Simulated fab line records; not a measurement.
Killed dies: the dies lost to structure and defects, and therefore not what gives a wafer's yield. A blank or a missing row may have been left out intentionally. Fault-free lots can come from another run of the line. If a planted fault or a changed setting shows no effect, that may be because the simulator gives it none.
The same fault as seen by 2 desks + flow n5 finfet + each desk holds nothing but its own numbers, with what lay behind them at the end

== AT THE METROLOGY DESK ==
What the gauges read, lot by lot, whatever tool the lot ran on: means of the sampled wafers that have a number. A lot is out of limits, marked OUT, if its mean lies more than 4 standard deviations from the usual mean; the brackets give that distance. It has 10 readings; the 7 that lie furthest out on some lot are the ones shown.
Columns: A = DIBL_P at N5_BEOL_M4_RC_MEAS_101, usual 36.5 mV/V; B = IOFF_N at N5_BEOL_M4_RC_MEAS_101, usual 0.17 nA/um; C = ION_N at N5_BEOL_M4_RC_MEAS_101, usual 674 uA/um; D = ION_P at N5_BEOL_M4_RC_MEAS_101, usual 461 uA/um; E = SS_N at N5_BEOL_M4_RC_MEAS_101, usual 71.7 mV/dec; F = SS_P at N5_BEOL_M4_RC_MEAS_101, usual 73.4 mV/dec; G = VT_N at N5_BEOL_M4_RC_MEAS_101, usual 249 mV
| lot  | first seen here | A    | B    | C   | D   | E    | F    | G   |
|------|-----------------|------|------|-----|-----|------|------|-----|
| L982 | day 9 23:25     | 37.1 | 0.19 | 683 | 463 | 71.5 | 74.0 | 247 |
| L987 | day 10 22:38    | 33.3 | 0.13 | 666 | 460 | 71.0 | 72.7 | 252 |
| L991 | day 11 13:29    | 35.7 | 0.16 | 665 | 451 | 71.2 | 73.0 | 251 |
| L994 | day 12 11:56    | 37.8 | 0.20 | 698 | 468 | 72.1 | 73.5 | 245 |
Result from this desk: across the 4 lots, nothing is out of limits.

== DESK OF THE TOOL OWNER: litho track-03 ==
The tool's own readings at N5_BEOL_M3_COAT_76 (time 60 s, resist thk 5 nm): means of the sampled wafers that have a number, for each lot that ran on this tool. A lot is out of limits, marked OUT, if its mean lies more than 4 standard deviations from the usual mean; the brackets give that distance.
Columns: A = resist line temp C at N5_BEOL_M3_COAT_76, usual 23.00 C; B = spin speed rpm at N5_BEOL_M3_COAT_76, usual 1500.0 rpm
| lot  | first seen here | A     | B                |
|------|-----------------|-------|------------------|
| L982 | day 8 14:37     | 22.93 | 1499.0           |
| L987 | day 9 20:17     | 23.00 | 1546.4 (+42) OUT |
| L991 | day 11 00:15    | 22.94 | 1546.5 (+42) OUT |
This desk finds L987, L991 out of limits, L987 being first, at day 9 20:17 (spin speed rpm at N5_BEOL_M3_COAT_76). L982 stayed within limits.

== BROUGHT TOGETHER ==
The tool owner's desk had the chance to raise an alarm at day 9 20:17 on L987, L991.
Metrology desk: nothing out of limits seen.
The metrology desk has L987, L991 on record, within its limits.
All the named lots went through N5_BEOL_M3_COAT_76 on litho track-03.

== WHAT WAS PUT IN BY THE SIMULATOR ==
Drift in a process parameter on litho track-03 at N5_BEOL_M3_COAT_76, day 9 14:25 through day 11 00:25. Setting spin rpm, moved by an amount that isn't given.
Lots struck among those shown: L987, L991.
Time in hours from fault onset to the first out-of-limits reading at each desk: the tool owner's desk, 6.
